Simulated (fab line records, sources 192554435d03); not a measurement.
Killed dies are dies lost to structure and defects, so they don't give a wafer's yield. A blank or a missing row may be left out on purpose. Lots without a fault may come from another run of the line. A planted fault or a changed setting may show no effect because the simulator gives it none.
fab line records | flow n5_finfet
record lots=22 wafers=66 last_day=17
route steps=1938 shown SPACER0@260 SD_EPI_N@289 SD_EPI_P@311 SDB@365
lots that met no fault: from a run of the same line without faults
start_h: hours from the record's first day to the start of the lot's first wafer shown | wait_h: hours since the lot's step before | " the same as in the row above | L1.1+2: a row that stands for several wafers | - no value, or no start given | * or withheld: withheld | < > ~ a bound
route shown NAME@n: a module of which the file shows steps, and the number in the route of the first | usual: mean/standard deviation of fault-free wafers | same: alike in all rows | chamber/n: place in a boat | sites: the reading at each site | _std_site: their standard deviation | _edge_site: outer sites' mean less inner sites' | radius_mm: how far each site lies from the wafer's centre | mask NAME#n: copy n | behind: the tool/chamber that last shaped the wafer | hold: why the lot was held/for how many hours/how that ended | device: the transistor (n, p or np) that didn't switch | end of line: the same wafers' tests at the end of the route | a step without rows: its recipe alone | killed: dies lost to structure and defects at the first sort, not the wafer's yield | map: a wafer's dies, x killed, . not, _ none there
set.NAME: the setting as run; set.NAME@STEP: as run at that earlier step | model.NAME: the simulator's own value behind a step, which no gauge read
steps of the route over a sample of lots; a table a step, a row a wafer
services: from which hour (start_h, from the record's first day; less than 0 if before it) a tool's chamber was out of use, for how many hours, and why
## steps
# step N5_SPACER0_ALD_08
# recipe material=SiNx target_thk_a=20 temp_c=400 ald_precursor_family=SiH2I2 ald_co_reactant=N2/H2-plasma pressure_torr=2
# usual heater_power_w=827/61 susceptor_temp_C=400.01/0.2
# columns lot.wafer tool chamber start_h wait_h heater_power_w susceptor_temp_C
L075.3 ald_sin-04 0 52.73 0.1 778 399.91
L075.4 " 3 " " 836 400.14
L075.6 " 2 " " 944 399.83
L076.3 ald_sin-04 2 69.37 0.1 942 400.16
L076.4 " 3 " " 820 400.12
L076.6 " 1 " " 868 400.06
L077.2 ald_sin-02 1 73.52 0.1 775 400.11
L077.5 " 1 " " 795 400.15
L077.6 " 2 " " 863 399.91
L078.1 ald_sin-04 1 77.55 0.1 863 399.46
L078.3 " 2 " " 955 399.99
L078.6 " 0 " " 805 400.16
L079.1 ald_sin-02 2 81.47 0.1 882 400.19
L079.3 " 3 " " 779 399.78
L079.5 " 0 " " 765 400.04
L080.1 ald_sin-04 2 84.33 0.1 959 399.57
L080.2 " 1 " " 866 399.83
L080.4 " 0 " " 770 400.22
L081.2 ald_sin-02 3 93.84 0.1 789 400.04
L081.5 " 1 " " 772 400.26
L081.6 " 0 " " 787 400.08
L082.1 ald_sin-01 0 96.26 0.1 795 399.95
L082.2 " 2 " " 791 400.14
L082.3 " 3 " " 880 399.73
L084.3 ald_sin-04 0 110.68 0.1 784 400.28
L084.4 " 2 " " 997 399.67
L084.6 " 3 " " 769 399.86
L085.2 ald_sin-04 1 123.42 0.1 832 399.65
L085.4 " 0 " " 790 399.75
L085.5 " 0 " " 792 399.96
L086.2 ald_sin-01 0 123.75 0.1 799 400.20
L086.3 " 1 " " 803 399.71
L086.5 " 0 " " 797 400.09
L087.3 ald_sin-01 1 128.99 0.1 803 400.04
L087.4 " 1 " " 821 399.93
L087.5 " 3 " " 866 400.29
L088.1 ald_sin-04 3 135.74 0.1 790 399.87
L088.3 " 1 " " 851 399.74
L088.5 " 0 " " 785 400.02
L089.1 ald_sin-04 2 137.82 0.1 1020 399.78
L089.5 " 0 " " 792 400.23
L089.6 " 1 " " 827 399.79
L090.2 ald_sin-01 1 146.24 0.1 802 400.06
L090.5 " 1 " " 780 399.90
L090.6 " 0 " " 802 399.71
L091.1 ald_sin-02 1 152.93 0.1 791 399.98
L091.2 " 0 " " 793 400.03
L091.6 " 3 " " 782 399.89
L092.1 ald_sin-02 3 161.84 0.1 795 400.07
L092.3 " 0 " " 779 399.83
L092.4 " 2 " " 904 400.03
L093.2 ald_sin-01 3 165.94 0.1 870 400.16
L093.4 " 1 " " 788 400.03
L093.5 " 3 " " 865 400.10
L094.1 ald_sin-01 2 169.17 0.1 792 399.83
L094.2 " 0 " " 783 400.16
L094.3 " 3 " " 888 399.78
L095.2 ald_sin-02 0 173.77 0.1 784 399.87
L095.3 " 3 " " 788 400.14
L095.5 " 2 " " 875 399.89
L096.2 ald_sin-01 3 183.79 0.1 869 399.82
L096.4 " 1 " " 795 400.06
L096.5 " 1 " " 796 399.76
L097.1 ald_sin-01 1 186.05 0.1 784 400.63
L097.3 " 3 " " 869 400.11
L097.5 " 3 " " 898 400.04
# step N5_SD_EPI_N_EPI_MEAS_23
# recipe mode=xrd
# usual thk_nm=59.0/1.2
# columns lot.wafer tool chamber start_h wait_h thk_nm
L075.3 film_metro-02 - 56.76 0.9 58.4
L075.4 " - " " 59.6
L075.6 " - " " 61.0
L076.3 film_metro-01 - 73.59 0.9 58.6
L076.4 " - " " 58.9
L076.6 " - " " 60.8
L077.2 film_metro-02 - 77.61 1.2 61.4
L077.5 " - " " 59.5
L077.6 " - " " 59.3
L078.1 film_metro-02 - 82.58 1.9 58.8
L078.3 " - " " 58.7
L078.6 " - " " 59.2
L079.1 film_metro-01 - 86.25 1.9 59.1
L079.3 " - " " 57.6
L079.5 " - " " 58.5
L080.1 film_metro-01 - 88.37 1.4 59.1
L080.2 " - " " 59.5
L080.4 " - " " 59.3
L081.2 film_metro-02 - 97.87 1.2 58.6
L081.5 " - " " 59.8
L081.6 " - " " 60.2
L082.1 film_metro-02 - 101.32 1.9 59.0
L082.2 " - " " 59.6
L082.3 " - " " 58.4
L084.3 film_metro-02 - 114.72 0.9 59.2
L084.4 " - " " 57.4
L084.6 " - " " 58.6
L085.2 film_metro-01 - 127.60 1.2 59.5
L085.4 " - " " 60.0
L085.5 " - " " 59.2
L086.2 film_metro-01 - 127.81 1.2 56.5
L086.3 " - " " 57.9
L086.5 " - " " 58.7
L087.3 film_metro-01 - 132.91 0.9 57.9
L087.4 " - " " 58.1
L087.5 " - " " 59.8
L088.1 film_metro-01 - 140.39 1.9 60.0
L088.3 " - " " 57.6
L088.5 " - " " 60.1
L089.1 film_metro-01 - 141.85 1.4 60.7
L089.5 " - " " 58.9
L089.6 " - " " 59.1
L090.2 film_metro-02 - 152.44 2.0 61.9
L090.5 " - " " 61.1
L090.6 " - " " 58.8
L091.1 film_metro-02 - 157.43 1.4 59.5
L091.2 " - " " 59.0
L091.6 " - " " 62.3
L092.1 film_metro-01 - 166.10 1.5 58.0
L092.3 " - " " 57.5
L092.4 " - " " 57.2
L093.2 film_metro-02 - 170.53 1.2 59.7
L093.4 " - " " 61.1
L093.5 " - " " 58.9
L094.1 film_metro-02 - 173.98 1.4 58.8
L094.2 " - " " 61.1
L094.3 " - " " 58.8
L095.2 film_metro-01 - 177.93 1.2 59.0
L095.3 " - " " 58.8
L095.5 " - " " 56.3
L096.2 film_metro-01 - 187.76 1.2 59.3
L096.4 " - " " 58.2
L096.5 " - " " 60.5
L097.1 film_metro-01 - 190.09 1.4 58.2
L097.3 " - " " 58.5
L097.5 " - " " 58.5
# step N5_SD_EPI_P_ETCH_47
# recipe chemistry=CH3F/O2 target=SiOCN target_depth_a=250 mask_material=SOC ion_energy_ev=60 bias_w=29 pressure_mtorr=30 source_w=410 Ar_flow_sccm=150 CH3F_flow_sccm=30 O2_flow_sccm=20
# usual bias_w=29.00/0.087 chamber_pressure_mTorr=29.996/0.026 drypump_motor_current_A=5.6/0.4 oes_product_au=0.74/0.054 rf_vpp_V=126.9/1.9 showerhead_plenum_p_Torr=2.01/0.065 throttle_valve_pct=16.44/0.26
# columns lot.wafer tool chamber start_h wait_h bias_w chamber_pressure_mTorr drypump_motor_current_A oes_product_au rf_hours_counter_h rf_vpp_V showerhead_plenum_p_Torr throttle_valve_pct
L075.3 rie_diel-04 3 58.56 0.1 29.11 30.001 5.9 0.73 192 128.4 1.99 16.75
L075.4 " 2 " " 29.03 29.972 5.7 0.75 137 126.0 2.08 15.96
L075.6 " 3 " " 29.03 30.044 6.0 0.73 - 127.7 1.99 16.75
L076.3 rie_diel-01 1 75.02 0.1 28.99 30.024 6.0 0.93 9 128.0 2.05 15.90
L076.4 " 1 " " 29.06 30.010 6.0 0.93 - 129.0 2.05 15.91
L076.6 " 3 " " 29.13 30.023 5.8 0.73 - 127.9 1.92 16.25
L077.2 rie_diel-03 3 79.16 0.1 29.05 29.948 5.2 0.78 143 128.3 2.10 16.57
L077.5 " 0 " " 29.03 30.015 5.7 0.76 - 128.9 2.10 16.52
L077.6 " 3 " " 29.07 30.004 5.2 0.77 - 127.7 2.10 16.55
L078.1 rie_diel-04 0 84.14 0.1 28.86 29.970 4.7 0.73 164 128.3 1.92 16.50
L078.3 " 2 " " 28.99 29.970 5.7 0.75 145 127.1 2.08 15.97
L078.6 " 2 " " 28.93 29.964 5.7 0.75 - 126.6 2.08 15.95
L079.1 rie_diel-03 2 87.87 0.1 28.90 30.007 5.5 0.76 135 124.5 1.93 16.57
L079.3 " 3 " " 28.93 30.009 5.3 0.78 147 127.3 2.10 16.58
L079.5 " 2 " " 29.08 30.020 5.5 0.77 - 123.9 1.93 16.57
L080.1 rie_diel-04 3 90.91 0.1 28.93 29.940 5.9 0.72 202 129.0 1.99 16.79
L080.2 " 1 " " 29.16 30.000 6.0 0.69 232 128.7 1.99 16.56
L080.4 " 2 " " 29.05 30.023 5.7 0.73 147 127.6 2.08 15.98
L081.2 rie_diel-04 0 100.34 0.1 29.10 29.982 4.7 0.73 169 129.0 1.92 16.49
L081.5 " 2 " " 28.96 29.971 5.7 0.75 - 126.4 2.08 15.98
L081.6 " 1 " " 28.91 29.968 6.1 0.70 - 128.8 1.99 16.60
L082.1 rie_diel-01 2 102.93 0.1 29.00 30.008 6.3 0.75 148 125.2 2.00 16.41
L082.2 " 3 " " 28.90 29.981 5.8 0.75 159 127.2 1.92 16.25
L082.3 " 1 " " 29.00 30.014 6.0 0.92 17 129.1 2.04 15.93
L084.3 rie_diel-03 1 116.48 0.1 28.92 29.997 5.7 0.75 161 127.8 2.01 16.52
L084.4 " 0 " " 29.02 29.986 5.7 0.74 130 127.5 2.09 16.55
L084.6 " 0 " " 29.05 29.983 5.7 0.74 - 125.6 2.09 16.54
L085.2 rie_diel-04 1 129.04 0.1 29.03 29.969 6.1 0.69 246 128.8 1.99 16.61
L085.4 " 0 " " 29.04 30.008 4.7 0.71 - 128.7 1.92 16.50
L085.5 " 1 " " 29.04 30.002 6.1 0.68 - 128.4 1.98 16.62
L086.2 rie_diel-01 3 129.45 0.1 29.04 29.981 5.8 0.74 160 126.7 1.92 16.27
L086.3 " 2 " " 28.89 30.014 6.2 0.73 150 123.8 2.00 16.42
L086.5 " 0 " " 29.06 30.014 5.3 0.69 - 124.9 2.04 16.66
L087.3 rie_diel-01 0 135.75 0.1 29.06 29.996 5.3 0.69 234 122.4 2.04 16.67
L087.4 " 3 " " 28.85 29.967 5.8 0.74 162 125.5 1.91 16.26
L087.5 " 3 " " 28.97 29.988 5.8 0.74 - 127.0 1.92 16.26
L088.1 rie_diel-04 1 141.95 0.1 28.86 30.031 6.1 0.69 251 129.8 1.98 16.62
L088.3 " 0 " " 29.04 29.976 4.7 0.70 187 128.2 1.91 16.53
L088.5 " 0 " " 29.08 30.030 4.7 0.70 - 128.2 1.91 16.50
L089.1 rie_diel-04 0 143.41 0.1 28.82 29.991 4.7 0.71 187 127.5 1.91 16.55
L089.5 " 0 " " 29.01 29.995 4.7 0.71 - 128.0 1.92 16.51
L089.6 " 1 " " 29.04 29.954 6.0 0.68 - 128.7 1.98 16.63
L090.2 rie_diel-03 3 154.23 0.1 29.10 29.988 5.2 0.75 170 129.8 2.09 16.61
L090.5 " 2 " " 29.03 29.977 5.5 0.75 - 124.5 1.93 16.61
L090.6 " 1 " " 28.86 30.018 5.7 0.75 - 127.4 2.01 16.54
L091.1 rie_diel-03 0 159.85 0.1 28.97 29.978 5.7 0.73 144 128.2 2.09 16.58
L091.2 " 3 " " 29.08 30.029 5.2 0.75 172 126.5 2.09 16.62
L091.6 " 0 " " 28.98 30.012 5.7 0.73 - 128.1 2.09 16.56
L092.1 rie_diel-03 1 167.74 0.1 28.86 30.007 5.7 0.76 177 126.4 2.01 16.54
L092.3 " 3 " " 29.19 29.966 5.2 0.76 174 127.1 2.09 16.64
L092.4 " 0 " " 28.98 29.973 5.7 0.73 146 127.3 2.09 16.57
L093.2 rie_diel-04 0 172.06 0.1 28.86 29.962 4.7 0.70 199 127.5 1.91 16.55
L093.4 " 0 " " 28.81 30.036 4.7 0.70 - 129.4 1.91 16.56
L093.5 " 3 " " 29.09 29.980 6.0 0.72 - 128.6 1.98 16.79
L094.1 rie_diel-03 3 175.80 0.1 29.08 30.029 5.2 0.75 176 127.7 2.09 16.64
L094.2 " 0 " " 29.12 29.969 5.7 0.73 148 127.9 2.08 16.58
L094.3 " 1 " " 28.92 30.006 5.8 0.75 179 128.0 2.01 16.54
L095.2 rie_diel-01 0 179.48 0.1 29.05 29.974 5.3 0.67 247 124.0 2.04 16.67
L095.3 " 1 " " 29.08 29.987 6.0 0.88 32 129.1 2.04 15.97
L095.5 " 0 " " 28.99 30.003 5.3 0.68 - 125.1 2.04 16.68
L096.2 rie_diel-03 1 189.40 0.1 28.88 30.036 5.8 0.74 184 127.3 2.01 16.57
L096.4 " 1 " " 28.93 30.021 5.8 0.74 - 127.8 2.01 16.57
L096.5 " 3 " " 28.96 30.012 5.2 0.74 - 128.2 2.09 16.64
L097.1 rie_diel-01 1 191.94 0.1 29.14 29.996 6.0 0.88 36 129.6 2.04 15.97
L097.3 " 3 " " 29.01 30.034 5.8 0.72 180 126.8 1.91 16.29
L097.5 " 3 " " 28.97 30.014 5.8 0.72 - 126.6 1.91 16.29
# step N5_SD_EPI_P_SD_RECESS_17
# recipe chemistry=HBr/Cl2/O2 target_depth_a=391 bt_time_s=3 pressure_mtorr=10 icp_w=800 bias_w=112 HBr_flow_sccm=150 Cl2_flow_sccm=80 O2_flow_sccm=12
# usual HBr_flow_sccm=149.9/0.47 bias_w=112.0/0.36 chamber_pressure_mTorr=10.000/0.01 drypump_motor_current_A=5.6/0.45 oes_product_au=1.005/0.013 throttle_valve_pct=37.06/0.27
# columns lot.wafer tool chamber start_h wait_h HBr_flow_sccm bias_w chamber_pressure_mTorr drypump_motor_current_A oes_product_au rf_hours_counter_h throttle_valve_pct
L075.3 rie_si-06 1 58.73 0.0 150.7 112.5 9.993 6.1 1.012 81 37.73
L075.4 " 2 " " 148.8 112.5 10.000 6.0 1.026 25 37.12
L075.6 " 1 " " 150.2 112.2 10.005 6.2 0.996 - 37.72
L076.3 rie_si-06 0 75.19 0.0 149.5 111.7 9.997 5.9 1.021 125 36.92
L076.4 " 1 " " 150.0 112.3 9.993 6.2 1.002 81 37.72
L076.6 " 2 " " 150.0 112.0 10.014 5.9 1.024 - 37.11
L077.2 rie_si-05 0 79.33 0.0 150.2 112.1 9.998 5.8 1.012 180 37.17
L077.5 " 0 " " 149.8 111.9 10.010 5.8 1.012 - 37.17
L077.6 " 1 " " 150.8 111.7 9.998 4.8 1.013 - 36.94
L078.1 rie_si-05 2 84.31 0.0 150.3 112.1 9.998 5.0 0.986 66 37.10
L078.3 " 3 " " 149.3 112.1 9.988 5.7 0.988 59 37.10
L078.6 " 0 " " 149.2 111.3 10.001 5.8 1.010 - 37.17
L079.1 rie_si-05 0 88.04 0.0 150.2 112.4 9.999 5.8 1.005 180 37.15
L079.3 " 2 " " 149.4 111.8 10.006 5.0 0.986 66 37.12
L079.5 " 2 " " 149.5 111.2 9.985 5.0 0.980 - 37.10
L080.1 rie_si-05 1 91.08 0.0 150.1 112.5 10.010 4.8 1.004 65 36.93
L080.2 " 3 " " 150.9 112.2 9.993 5.7 0.996 59 37.09
L080.4 " 0 " " 149.4 111.9 10.004 5.8 1.009 180 37.19
L081.2 rie_si-05 3 100.51 0.0 150.2 111.5 10.005 5.7 0.987 59 37.09
L081.5 " 3 " " 149.9 111.8 10.005 5.7 0.995 - 37.11
L081.6 " 2 " " 150.1 111.4 10.011 5.0 0.986 - 37.12
L082.1 rie_si-05 0 103.10 0.0 149.7 112.4 9.991 5.8 1.007 181 37.16
L082.2 " 2 " " 150.9 112.0 10.006 5.0 0.976 66 37.10
L082.3 " 1 " " 149.2 112.0 10.003 4.8 1.012 66 36.93
L084.3 rie_si-03 3 116.65 0.0 150.9 111.8 9.992 5.4 1.037 35 36.49
L084.4 " 1 " " 150.2 111.8 9.982 6.0 1.020 137 37.15
L084.6 " 3 " " 150.8 112.2 10.013 5.4 1.039 - 36.50
L085.2 rie_si-06 2 129.21 0.0 149.8 111.7 9.994 5.9 1.022 27 37.13
L085.4 " 3 " " 149.5 111.7 10.004 5.7 1.004 174 36.95
L085.5 " 1 " " 149.9 111.9 10.013 6.2 1.009 - 37.73
L086.2 rie_si-03 1 129.62 0.0 150.5 112.0 10.008 6.0 1.008 137 37.15
L086.3 " 0 " " 150.1 112.1 10.013 5.9 0.986 81 36.61
L086.5 " 0 " " 150.2 112.5 9.998 5.9 0.994 - 36.62
L087.3 rie_si-05 1 135.92 0.0 150.3 112.0 9.983 4.8 1.006 66 36.95
L087.4 " 0 " " 150.1 112.2 9.993 5.8 1.016 181 37.15
L087.5 " 0 " " 149.5 112.1 9.985 5.8 1.012 - 37.15
L088.1 rie_si-06 2 142.12 0.0 150.1 111.9 10.023 5.9 1.028 27 37.13
L088.3 " 1 " " 149.5 111.9 10.012 6.1 1.017 82 37.75
L088.5 " 3 " " 149.9 111.9 9.985 5.7 0.996 - 36.93
L089.1 rie_si-05 2 143.58 0.0 149.9 112.2 9.997 5.0 0.989 67 37.11
L089.5 " 1 " " 150.0 112.4 10.001 4.8 1.003 - 36.96
L089.6 " 0 " " 150.1 111.6 10.005 5.8 1.007 - 37.18
L090.2 rie_si-03 0 154.40 0.0 150.0 110.9 10.003 5.9 0.983 81 36.62
L090.5 " 2 " " 149.6 111.8 10.007 6.1 1.019 - 36.52
L090.6 " 1 " " 150.0 112.3 10.006 6.0 1.014 - 37.15
L091.1 rie_si-06 0 160.02 0.0 149.2 112.0 9.984 5.8 1.007 126 36.92
L091.2 " 3 " " 150.9 112.0 10.006 5.7 1.001 174 36.97
L091.6 " 3 " " 150.5 112.2 10.003 5.7 1.007 - 36.93
L092.1 rie_si-06 0 167.91 0.0 149.7 111.9 10.004 5.9 1.013 126 36.94
L092.3 " 2 " " 150.3 111.6 9.992 5.9 1.022 28 37.13
L092.4 " 1 " " 149.5 112.1 10.006 6.1 1.001 82 37.75
L093.2 rie_si-05 1 172.23 0.0 150.0 112.5 10.001 4.8 0.998 67 36.94
L093.4 " 2 " " 149.2 112.6 9.992 5.0 0.992 - 37.11
L093.5 " 3 " " 150.4 112.1 10.001 5.7 0.990 - 37.10
L094.1 rie_si-05 1 175.98 0.0 149.0 113.0 9.990 4.8 1.005 67 36.94
L094.2 " 0 " " 149.7 112.0 9.997 5.8 1.005 182 37.17
L094.3 " 2 " " 149.8 111.9 10.012 5.0 0.984 68 37.13
L095.2 rie_si-03 0 179.65 0.0 149.2 111.7 10.013 5.9 0.998 82 36.62
L095.3 " 2 " " 150.3 111.9 9.987 6.0 1.020 110 36.52
L095.5 " 1 " " 150.2 112.4 10.010 5.9 1.014 - 37.17
L096.2 rie_si-06 3 189.57 0.0 150.0 112.0 9.985 5.7 1.001 175 36.95
L096.4 " 2 " " 149.7 111.7 9.971 6.0 1.025 28 37.12
L096.5 " 3 " " 150.0 112.0 10.003 5.7 1.003 - 36.94
L097.1 rie_si-05 1 192.11 0.0 150.4 112.4 10.011 4.8 1.004 67 36.96
L097.3 " 3 " " 150.2 111.9 10.000 5.7 0.993 60 37.10
L097.5 " 1 " " 150.1 112.3 10.019 4.8 1.007 - 36.94
# step N5_SDB_STRIP_22
# recipe chemistry=N2/H2 power_w=1000 temp_c=250 h2_frac=0.65 overash_fraction=0.3 pressure_mtorr=withheld n2_flow_sccm=1750 h2_flow_sccm=3250
# usual drypump_motor_current_A=5.3/0.32 heater_power_w=299/10 oes_product_au=0.714/0.0047 strip_time_to_endpoint_s=96.2/0.37
# columns lot.wafer tool chamber start_h wait_h drypump_motor_current_A heater_power_w oes_product_au rf_hours_counter_h strip_time_to_endpoint_s
L075.3 plasma_asher-01 0 69.59 0.1 4.9 293 0.716 - 96.3
L075.4 " 1 " " 5.3 299 0.711 - 96.5
L075.6 " 0 " " 4.9 294 0.721 - 96.3
L076.3 plasma_asher-01 0 86.73 0.1 5.0 290 0.716 - 95.3
L076.4 " 1 " " 5.3 298 0.721 - 95.8
L076.6 " 0 " " 5.0 293 0.717 - 95.4
L077.2 plasma_asher-02 1 90.90 0.1 5.8 303 0.719 85 96.0
L077.5 " 0 " " 5.8 322 0.723 - 96.3
L077.6 " 1 " " 5.8 302 0.710 - 96.6
L078.1 plasma_asher-01 0 97.19 0.1 4.9 297 0.714 41 96.3
L078.3 " 0 " " 4.9 291 0.715 - 96.1
L078.6 " 1 " " 5.3 293 0.711 - 96.2
L079.1 plasma_asher-01 0 100.33 0.1 4.9 296 0.716 42 96.2
L079.3 " 0 " " 4.9 290 0.710 - 96.4
L079.5 " 1 " " 5.3 304 0.712 - 96.1
L080.1 plasma_asher-02 1 102.91 0.1 5.9 304 0.722 87 96.7
L080.2 " 0 " " 5.8 326 0.708 87 96.1
L080.4 " 0 " " 5.8 325 0.709 - 96.9
L081.2 plasma_asher-01 1 111.55 0.1 5.3 294 0.713 45 96.5
L081.5 " 0 " " 5.0 291 0.716 - 96.6
L081.6 " 1 " " 5.3 304 0.711 - 96.3
L082.1 plasma_asher-01 0 115.27 0.3 4.9 286 0.721 47 95.6
L082.2 " 1 " " 5.3 310 0.708 47 96.3
L082.3 " 0 " " 4.9 285 0.707 - 96.3
L084.3 plasma_asher-01 0 128.69 0.1 4.9 300 0.712 - 96.3
L084.4 " 1 " " 5.3 302 0.717 - 96.5
L084.6 " 1 " " 5.3 300 0.716 - 96.2
L085.2 plasma_asher-01 0 140.90 0.1 5.0 289 0.714 53 96.0
L085.4 " 0 " " 5.0 287 0.714 - 96.3
L085.5 " 0 " " 4.9 288 0.715 - 95.5
L086.2 plasma_asher-02 1 141.76 0.1 5.8 297 0.718 92 96.2
L086.3 " 0 " " 5.8 324 0.717 - 96.1
L086.5 " 0 " " 5.8 317 0.716 - 96.1
L087.3 plasma_asher-01 0 147.26 0.1 5.0 292 0.719 - 96.0
L087.4 " 1 " " 5.3 306 0.712 - 96.6
L087.5 " 0 " " 5.0 298 0.708 - 96.1
L088.1 plasma_asher-01 1 154.73 0.1 5.3 305 0.719 56 96.2
L088.3 " 0 " " 4.9 285 0.717 - 95.8
L088.5 " 0 " " 5.0 289 0.707 - 96.0
L089.1 plasma_asher-01 1 155.08 0.1 5.3 302 0.714 56 95.7
L089.5 " 1 " " 5.3 303 0.719 - 96.4
L089.6 " 0 " " 4.9 284 0.711 - 96.0
L090.2 plasma_asher-01 0 167.02 0.1 4.9 289 0.711 58 96.6
L090.5 " 1 " " 5.3 305 0.711 - 96.7
L090.6 " 0 " " 5.0 297 0.719 - 96.3
L091.1 plasma_asher-01 0 172.63 0.1 4.9 291 0.708 59 96.8
L091.2 " 1 " " 5.3 295 0.713 59 96.6
L091.6 " 0 " " 4.9 295 0.719 - 96.2
L092.1 plasma_asher-01 0 180.04 0.1 5.0 292 0.710 60 95.5
L092.3 " 1 " " 5.3 308 0.716 - 95.5
L092.4 " 0 " " 4.9 296 0.713 - 96.4
L093.2 plasma_asher-01 0 184.08 0.1 4.9 295 0.708 61 95.9
L093.4 " 1 " " 5.3 301 0.712 - 96.3
L093.5 " 0 " " 4.9 293 0.712 - 95.8
L094.1 plasma_asher-01 0 188.35 0.1 4.9 298 0.713 62 95.1
L094.2 " 1 " " 5.3 299 0.709 62 95.7
L094.3 " 0 " " 5.0 291 0.709 - 95.6
L095.2 plasma_asher-02 1 192.26 0.1 5.8 309 0.708 102 96.1
L095.3 " 0 " " 5.8 315 0.706 - 95.9
L095.5 " 0 " " 5.8 325 0.719 - 96.2
L096.2 plasma_asher-01 0 201.01 0.1 4.9 293 0.718 65 96.7
L096.4 " 1 " " 5.2 296 0.719 - 96.5
L096.5 " 0 " " 4.9 289 0.707 - 96.9
L097.1 plasma_asher-01 0 203.06 0.1 4.9 297 0.710 65 96.8
L097.3 " 1 " " 5.3 301 0.715 - 96.2
L097.5 " 0 " " 4.9 290 0.715 - 96.7
# step N5_SDB_ALD_29
# recipe material=SiNx target_thk_a=300 temp_c=400 ald_precursor_family=SiH2I2 ald_co_reactant=N2/H2-plasma pulse_time_s=1 ald_cycles=600 purge_time_s=2 co_reactant_purge_time_s=2 pressure_torr=2
# usual heater_power_w=803/54 precursor_pulse_height_rel=0.998/0.019 susceptor_temp_C=399.99/0.21
# columns lot.wafer tool chamber start_h wait_h heater_power_w precursor_pulse_height_rel susceptor_temp_C
L075.3 ald_sin-01 3 70.59 0.5 859 0.990 399.84
L075.4 " 1 " " 788 0.977 399.56
L075.6 " 1 71.94 1.9 761 1.015 399.97
L076.3 ald_sin-01 2 87.21 0.0 770 1.035 399.76
L076.4 " 0 " " 788 0.983 400.23
L076.6 " 3 88.56 1.4 886 1.014 399.93
L077.2 ald_sin-01 2 91.50 0.0 778 0.982 400.03
L077.5 " 2 92.85 1.4 772 1.011 399.91
L077.6 " 1 " " 799 0.956 400.09
L078.1 ald_sin-01 1 97.85 0.0 772 0.974 400.30
L078.3 " 3 " " 835 1.028 399.79
L078.6 " 1 99.21 1.4 798 0.992 400.16
L079.1 ald_sin-01 2 100.86 0.0 783 1.026 399.78
L079.3 " 3 " " 866 1.005 400.16
L079.5 " 3 102.21 1.4 880 1.008 400.11
L080.1 ald_sin-03 2 103.58 0.0 705 1.025 399.88
L080.2 " 1 " " 700 0.983 400.16
L080.4 " 3 " " 882 0.962 399.60
L081.2 ald_sin-01 3 112.19 0.0 880 0.992 399.87
L081.5 " 0 113.54 1.4 781 0.983 399.63
L081.6 " 3 " " 861 0.947 399.84
L082.1 ald_sin-03 3 115.75 0.0 883 1.014 399.87
L082.2 " 0 " " 820 0.988 399.70
L082.3 " 2 " " 691 0.992 400.19
L084.3 ald_sin-03 1 129.13 0.0 719 0.996 400.20
L084.4 " 2 " " 704 0.988 399.97
L084.6 " 0 130.49 1.4 825 1.025 400.24
L085.2 ald_sin-02 2 141.57 0.0 886 0.982 399.97
L085.4 " 1 142.93 1.4 780 0.999 400.18
L085.5 " 2 " " 903 0.993 400.28
L086.2 ald_sin-01 3 142.26 0.0 852 1.005 399.98
L086.3 " 1 " " 794 0.993 399.80
L086.5 " 2 143.62 1.4 761 1.009 400.04
L087.3 ald_sin-01 3 148.25 0.0 890 1.005 400.05
L087.4 " 2 " " 788 1.008 400.11
L087.5 " 0 149.60 1.4 789 1.021 400.01
L088.1 ald_sin-03 0 155.89 0.0 840 0.974 399.71
L088.3 " 3 " " 857 1.016 399.87
L088.5 " 0 157.24 1.4 844 1.019 399.82
L089.1 ald_sin-01 3 155.96 0.0 857 0.988 400.36
L089.5 " 0 157.31 1.4 763 1.014 399.60
L089.6 " 1 " " 783 0.999 400.20
L090.2 ald_sin-01 2 169.29 0.1 774 1.002 399.68
L090.5 " 3 170.65 1.4 882 0.993 399.60
L090.6 " 0 " " 803 1.019 399.82
L091.1 ald_sin-03 2 173.53 0.0 696 0.982 400.00
L091.2 " 0 " " 836 1.021 400.29
L091.6 " 3 174.88 1.4 876 1.010 399.87
L092.1 ald_sin-01 1 180.64 0.1 804 1.007 399.89
L092.3 " 0 " " 779 0.981 400.12
L092.4 " 3 " " 888 0.998 400.24
L093.2 ald_sin-03 2 184.88 0.3 705 1.013 400.14
L093.4 " 0 " " 825 0.987 399.93
L093.5 " 3 186.24 1.7 861 0.985 400.11
L094.1 ald_sin-01 0 190.54 1.7 787 1.015 399.91
L094.2 " 1 " " 798 1.032 399.72
L094.3 " 2 " " 773 1.015 399.75
L095.2 ald_sin-01 1 193.25 0.3 795 0.987 400.28
L095.3 " 2 " " 767 0.995 399.85
L095.5 " 3 194.60 1.7 852 1.025 399.67
L096.2 ald_sin-02 0 201.52 0.0 787 0.964 399.82
L096.4 " 3 " " 781 0.980 400.10
L096.5 " 3 202.87 1.4 787 0.982 399.87
L097.1 ald_sin-03 3 204.12 0.6 886 0.980 400.04
L097.3 " 2 " " 696 1.001 400.16
L097.5 " 0 205.47 2.0 844 0.999 400.34
## services
# columns tool chamber start_h hours kind
rie_diel-03 3 30.37 10.2 repair
ald_sin-01 - 39.89 1.0 repair
ald_sin-03 - 59.72 6.0 pm
rie_si-05 2 60.03 2.3 repair
rie_diel-03 1 64.09 32.7 repair
ald_sin-02 0 64.17 15.5 repair
rie_diel-01 2 71.21 11.1 repair
rie_diel-01 - 75.75 4.3 pm
ald_sin-02 3 77.70 2.4 repair
ald_sin-04 - 85.96 14.0 pm
rie_diel-01 3 89.35 5.1 repair
rie_si-05 0 106.32 2.1 repair
ald_sin-03 0 108.65 1.6 repair
rie_diel-04 3 109.90 12.2 repair
ald_sin-03 1 110.91 6.8 repair
ald_sin-02 - 112.32 0.6 repair
ald_sin-01 0 116.49 4.4 repair
rie_diel-04 3 126.58 27.6 repair
ald_sin-01 - 134.08 0.8 pm
ald_sin-02 - 134.75 2.8 pm
rie_diel-04 - 138.91 0.5 repair
rie_si-05 0 169.40 4.9 repair
ald_sin-02 - 177.21 14.0 pm
plasma_asher-01 - 202.47 0.5 repair
## key
fault none
